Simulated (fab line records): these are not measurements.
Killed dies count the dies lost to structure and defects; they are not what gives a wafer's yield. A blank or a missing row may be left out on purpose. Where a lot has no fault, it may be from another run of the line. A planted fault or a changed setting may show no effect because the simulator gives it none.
Matching of chambers -- flow nand harc -- NHARC_A_CHANNEL_HOLE_D2_PRECLEAN_29 on wet bench-03 has 7 sister chambers
The step cleans in SC1. 7 wafers are shown with their chamber, then 7 later ones without.

EACH WAFER AND ITS CHAMBER
wafer,chamber,bath heat duty pct (%)
L608.1,4,6.5
L614.3,6,8.5
L618.2,5,6.5
L618.5,7,9.1
L618.6,0,7.7
L619.2,3,8.1
L619.3,2,4.7

WAFERS MISSING THEIR CHAMBER
wafer,bath heat duty pct (%)
L619.6,5.4
L623.1,8.1
L623.4,7.1
L623.6,5.8
L624.3,9.2
L624.4,5.5
L624.5,7.3

WHICH CHAMBER EACH ONE RAN IN
wafer,from the rows above,in truth
L619.6,can't be placed: 2 or 4 or 5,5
L623.1,can't be placed: 3 or 0 or 6 or 7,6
L623.4,can't be placed: 4 or 5 or 0 or 3 or 6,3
L623.6,can't be placed: 4 or 5 or 2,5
L624.3,can't be placed: 7 or 6 or 3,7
L624.4,can't be placed: 2 or 4 or 5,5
L624.5,can't be placed: 0 or 3 or 4 or 5 or 6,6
0 of 7 placed correctly. Not placeable from these rows: 7 (in 7, the candidates include the true chamber). 0 placed wrongly.
How it was worked out, from the rows above alone: a wafer's distance from a chamber is the root of the sum, over the readings, of the square of ((its reading less the chamber's mean) divided by the reading's scatter). The wafer belongs to the nearest chamber; if the next one is less than 2 further off, it can't be placed. Each chamber's mean is taken over the wafers shown for it. The scatter: root of mean squared gap, hidden wafer to nearest shown wafer, with one shown wafer a chamber.
